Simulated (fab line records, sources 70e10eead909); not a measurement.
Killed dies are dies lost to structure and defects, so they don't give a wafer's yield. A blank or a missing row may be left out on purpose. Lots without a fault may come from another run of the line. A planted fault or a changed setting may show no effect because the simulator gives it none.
One fault seen from 2 desks | flow nand_harc | each desk has only its own numbers; what lay behind them comes last

THE METROLOGY DESK
What the gauges read, lot by lot, whatever tool the lot ran on: means of the sampled wafers that have a number. A lot is out of limits, marked OUT, if its mean lies more than 4 standard deviations from the usual mean; the brackets give that distance.
Columns: A = overlay_x_nm at NHARC_P_M0_OVL_MEAS_10, usual 0.2 nm; B = overlay_y_nm at NHARC_P_M0_OVL_MEAS_10, usual 0.0 nm; C = cd_nm at NHARC_P_M0_CD_MEAS_16, usual 90.2 nm; D = thk_nm at NHARC_P_M0_THK_MEAS_24, usual 118.3 nm
lot  | first seen here | A    | B    | C    | D
L105 | day 6 08:42     | 0.1  | -0.8 | 89.9 | 119.2
L117 | day 11 06:19    | -0.3 | -1.4 | 90.3 | 117.4
L118 | day 11 23:50    | -0.7 | 1.6  | 90.0 | 116.0
L121 | day 13 05:20    | -1.3 | 0.0  | 90.6 | 119.7
L127 | day 15 14:34    | 1.3  | -0.6 | 90.0 | 115.8
This desk's finding: nothing out of limits on any of the 5 lots.

THE DEFECT DESK
What the inspections along the route counted, lot by lot: means of the sampled wafers that have a number. A lot is out of limits, marked OUT, if its mean lies more than 4 standard deviations from the usual mean; the brackets give that distance.
Columns: A = raw_defect_count at NHARC_P_M0_INSPECT_11, usual 4.5
lot  | first seen here | A
L105 | day 6 08:44     | 5.3
L117 | day 11 06:22    | 4.0
L118 | day 11 23:52    | 3.3
L121 | day 13 05:23    | 2.7
L127 | day 15 14:37    | 3.0
This desk's finding: nothing out of limits on any of the 5 lots.

PUT TOGETHER
The metrology desk saw nothing out of limits.
The defect desk saw nothing out of limits.

WHAT THE SIMULATOR HAD PUT IN
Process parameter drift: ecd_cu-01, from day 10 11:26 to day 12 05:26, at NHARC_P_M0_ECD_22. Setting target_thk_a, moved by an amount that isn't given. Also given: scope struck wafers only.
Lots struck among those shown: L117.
